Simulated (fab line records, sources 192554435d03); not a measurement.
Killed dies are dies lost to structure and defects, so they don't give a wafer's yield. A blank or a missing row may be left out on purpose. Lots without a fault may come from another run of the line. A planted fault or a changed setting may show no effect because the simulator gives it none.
One fault seen from 2 desks | flow n5_finfet | each desk has only its own numbers; what lay behind them comes last

THE METROLOGY DESK
What the gauges read, lot by lot, whatever tool the lot ran on: means of the sampled wafers that have a number. A lot is out of limits, marked OUT, if its mean lies more than 4 standard deviations from the usual mean; the brackets give that distance. Of its 13 readings 7 are shown: the one that was out of limits first, and those that lie furthest out on some lot.
Columns: A = trench_depth_nm at N5_STI_FIN_REVEAL_FIN_H_MEAS_10, usual 51.8 nm; B = DIBL_N at N5_BEOL_M4_RC_MEAS_101, usual 36.1 mV/V; C = DIBL_P at N5_BEOL_M4_RC_MEAS_101, usual 36.3 mV/V; D = IGATE_N at N5_BEOL_M4_RC_MEAS_101, usual 0.0127 nA/um; E = ION_N at N5_BEOL_M4_RC_MEAS_101, usual 670 uA/um; F = REXT_N at N5_BEOL_M4_RC_MEAS_101, usual 75.3 ohm.um; G = VT_N at N5_BEOL_M4_RC_MEAS_101, usual 250.4 mV
lot  | first seen here | A              | B    | C    | D      | E              | F               | G
L678 | day 2 18:06     | 52.1           | 37.6 | 36.8 | 0.0139 | 680            | 75.8            | 247.7
L682 | day 3 21:40     | 51.6           | 35.1 | 35.9 | 0.0121 | 665            | 72.8            | 250.7
L686 | day 4 20:34     | 51.2           | 35.6 | 36.7 | 0.0123 | 669            | 74.5            | 251.9
L687 | day 5 05:38     | 51.3           | 37.3 | 35.7 | 0.0102 | 663            | 72.8            | 251.1
L691 | day 6 00:34     | 67.7 (+21) OUT | 33.9 | 35.8 | 0.0178 | 750 (+9.9) OUT | 68.9 (-4.3) OUT | 246.0
L692 | day 6 08:01     | 67.4 (+20) OUT | 36.8 | 36.9 | 0.0159 | 757 (+11) OUT  | 73.0            | 246.1
L695 | day 7 02:08     | 52.4           | 34.7 | 34.6 | 0.0121 | 663            | 76.5            | 252.6
L697 | day 7 14:49     | 51.6           | 37.9 | 38.5 | 0.0122 | 668            | 76.3            | 250.2
L698 | day 7 20:33     | 51.7           | 35.5 | 36.5 | 0.0125 | 668            | 77.0            | 251.4
This desk's finding: out of limits on L691, L692; first on L691, day 6 00:34 (trench_depth_nm at N5_STI_FIN_REVEAL_FIN_H_MEAS_10). In limits: L678, L682, L686, L687, L695, L697, L698.

THE TOOL OWNER'S DESK: rie_diel-03
The tool's own readings at N5_STI_FIN_REVEAL_ETCHBACK_08 (etches SiO2 in C4F6/O2, target depth 30.5 nm, time 10.167 s): means of the sampled wafers that have a number, for each lot that ran on this tool. A lot is out of limits, marked OUT, if its mean lies more than 4 standard deviations from the usual mean; the brackets give that distance.
Columns: A = drypump_motor_current_A at N5_STI_FIN_REVEAL_ETCHBACK_08, usual 5.9 A; B = oes_f_703_au at N5_STI_FIN_REVEAL_ETCHBACK_08, usual 0.76 a.u.; C = oes_product_au at N5_STI_FIN_REVEAL_ETCHBACK_08, usual 0.76 a.u.; D = rf_vpp_V at N5_STI_FIN_REVEAL_ETCHBACK_08, usual 664 V; E = showerhead_plenum_p_Torr at N5_STI_FIN_REVEAL_ETCHBACK_08, usual 2.89 Torr; F = throttle_valve_pct at N5_STI_FIN_REVEAL_ETCHBACK_08, usual 21.21 %
lot  | first seen here | A   | B    | C               | D   | E    | F
L678 | day 2 15:03     | 5.9 | 0.80 | 0.80            | 662 | 2.97 | 21.18
L682 | day 3 18:26     | 5.6 | 0.71 | 0.71            | 663 | 2.85 | 21.23
L691 | day 5 21:37     | 6.6 | 0.89 | 1.16 (+4.2) OUT | 657 | 3.03 | 21.33
L692 | day 6 04:32     | 6.6 | 0.89 | 1.18 (+4.4) OUT | 655 | 3.03 | 21.35
This desk's finding: out of limits on L691, L692; first on L691, day 5 21:37 (oes_product_au at N5_STI_FIN_REVEAL_ETCHBACK_08). In limits: L678, L682.

PUT TOGETHER
The tool owner's desk could have raised an alarm at day 5 21:37, on L691, L692.
The metrology desk could have raised an alarm at day 6 00:34, on L691, L692.
Of the lots named, all ran N5_STI_FIN_REVEAL_ETCHBACK_08 on rie_diel-03.

WHAT THE SIMULATOR HAD PUT IN
Process parameter drift: rie_diel-03, from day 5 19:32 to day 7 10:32, at N5_STI_FIN_REVEAL_ETCHBACK_08. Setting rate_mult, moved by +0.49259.
Lots struck among those shown: L691, L692.
Hours from the fault's start to each desk's first reading out of limits: the tool owner's desk, 2; the metrology desk, 5.
